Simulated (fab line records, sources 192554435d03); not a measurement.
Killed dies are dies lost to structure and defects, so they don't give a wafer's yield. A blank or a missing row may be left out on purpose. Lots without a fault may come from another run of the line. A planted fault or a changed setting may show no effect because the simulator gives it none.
Chamber matching | flow n5_finfet | N5_BEOL_M9_VIA_ETCH_34 on rie_diel-05: 3 sister chambers
The step etches SiCOH lowk in C4F6/O2, target depth 182.4 nm, time 68.4 s. 3 wafers are shown with their chamber, then 6 later ones without.

WAFERS WITH THEIR CHAMBER
wafer  | chamber | showerhead_plenum_p_Torr (Torr)
L082.4 | 0       | 2.88
L082.6 | 3       | 2.78
L089.5 | 2       | 2.91

WAFERS WITHOUT THEIR CHAMBER
wafer  | showerhead_plenum_p_Torr (Torr)
L089.6 | 2.78
L090.3 | 2.91
L090.6 | 2.91
L096.1 | 2.87
L096.2 | 2.77
L096.6 | 2.87

WHICH CHAMBER EACH WENT THROUGH
wafer  | from the rows above | in truth
L089.6 | 3                   | 3
L090.3 | 2                   | 2
L090.6 | 2                   | 2
L096.1 | 0                   | 0
L096.2 | 3                   | 3
L096.6 | 0                   | 0
Placed correctly: 6 of 6. Can't be placed from these rows: 0. Placed wrongly: 0.
How it was worked out, from the rows above alone: a wafer's distance from a chamber is the root of the sum, over the readings, of the square of ((its reading less the chamber's mean) divided by the reading's scatter). The wafer belongs to the nearest chamber; if the next one is less than 2 further off, it can't be placed. A chamber's mean is the mean of its shown wafers. The scatter: with one shown wafer a chamber, the root of the mean of the squares of how far each hidden wafer lies from its nearest shown one.
